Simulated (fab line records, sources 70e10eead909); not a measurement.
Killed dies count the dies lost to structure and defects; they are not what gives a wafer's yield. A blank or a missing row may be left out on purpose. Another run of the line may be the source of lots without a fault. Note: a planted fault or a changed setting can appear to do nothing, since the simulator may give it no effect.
A struck lot beside a sound one	flow nand-harc	15 out of 1159 route steps
Sound: the wafers L530.3, L530.4, L530.6. Struck: wafer L542.3 (left out: L542.2, L542.5 of the same lot, which were not struck); the cause appears at the end.
Order at every step that has rows: each side's tool, ch and its chambers, its first start. Under that, the readings that differ: sound wafers	struck wafers	difference of the means	sigmas: that difference in standard deviations of wafers without a fault.
alike: same words and numbers on both sides, and readings whose means sit less than 2 such deviations apart. not compared: any withheld reading, any reading some wafer has no value for, any bound like >300 that may hide the same value, and any number with overlapping values for which the record gives no deviation.
Wherever a step has rows on one side only, a row that says differs or no value, or a row with sigmas, the two part there. Non-overlapping numbers with no deviation appear without sigmas and do not part them. A reading missing from all wafers of one side parts the sides only when that side holds two or more wafers.

NHARC_A_M0_OVL_MEAS_10: pitch 160 nm.
  struck on overlay-01, day 23 06:34; sound on overlay-01, day 19 21:03
  alike: overlay-x-nm, overlay-y-nm
NHARC_A_M0_INSPECT_11:
  struck on defect-inspect-02, day 23 06:35; sound on defect-inspect-01, day 19 21:05
reading	sound	struck	difference	sigmas
raw-defect-count	17 11 11	71	+58	+4
NHARC_A_M0_DESCUM_14: chemistry O2, time 3 s.
  sound on rie-diel-06 ch 2,3, day 19 21:10; struck on rie-diel-12 ch 2, day 23 06:40
reading	sound	struck	difference	sigmas
drypump-motor-current-A (A)	5.4 5.4 5.4	6.6	+1.2	+2
oes-product-au (a.u.)	0.978 0.980 0.990	1.009	+0.026	+2
  alike: rf-vpp-V, showerhead-plenum-p-Torr, throttle-valve-pct
  not compared: rf-hours-counter-h
then, 1 step without rows for these wafers: NHARC_A_M0_ETCH_34 (etches the open film in N2/H2, target depth 40 nm, overetch 12 nm, time 43.94 s).
NHARC_A_M0_ETCH_15: etches the open film in C4F8/Ar, target depth 150 nm, overetch 15 nm, time 82.5 s.
  sound on rie-diel-06 ch 0,2; struck on rie-diel-12 ch 1
  alike: oes-product-au, rf-vpp-V
  not compared: rf-hours-counter-h
NHARC_A_M0_CD_MEAS_16:
  struck on cd-sem-02, day 23 06:57; sound on cd-sem-01, day 19 21:30
reading	sound	struck	difference	sigmas
cd-nm (nm)	79.7 79.6 80.1	82.2	+2.4	+2
then, 4 steps without rows for these wafers: NHARC_A_M0_STRIP_18 (strips in N2/H2); NHARC_A_M0_STRIP_19 (strips in post etch residue remover, time 600 s); NHARC_A_M0_DEGAS_28 (time 60 s); NHARC_A_M0_PRE_CLEAN_29 (time 30 s).
NHARC_A_M0_PVD_20: deposits TaN, target thk 5 nm, time 8.06 s.
  sound on pvd-sputter-01; struck on pvd-sputter-02
  alike: chamber-pressure-pa, throttle-valve-pct
NHARC_A_M0_PVD_21: deposits Cu, target thk 30 nm, time 20.49 s.
  sound on pvd-sputter-01; struck on pvd-sputter-02
  alike: chamber-pressure-pa, throttle-valve-pct
NHARC_A_M0_ECD_22: material Cu, target thk 400 nm.
  sound on ecd-cu-02 ch 0,1, day 19 22:34; struck on ecd-cu-01 ch 0,1, day 23 08:06
NHARC_A_M0_ANNEAL_30: time 90 s.
  sound on rtp-anneal-01 ch 0, day 19 22:57; struck on rtp-anneal-01 ch 0, day 23 08:32
  alike: wafer_temp_C_max
NHARC_A_M0_CMP_23: polishes, t overpolish 20 s, target thk 113.75 nm.
  sound on cmp-01 ch 0,3, day 19 23:12; struck on cmp-03 ch 3, day 23 08:49
reading	sound	struck	difference	sigmas
time-to-endpoint-s (s)	28.8 30.0 28.6	16.2	-12.9	-4
  alike: motor-current-A

== WHERE THEY PART ==
Earliest at NHARC_A_M0_INSPECT_11; latest, in this record, at NHARC_A_M0_CMP_23.

WHY: what had been put in by the simulator
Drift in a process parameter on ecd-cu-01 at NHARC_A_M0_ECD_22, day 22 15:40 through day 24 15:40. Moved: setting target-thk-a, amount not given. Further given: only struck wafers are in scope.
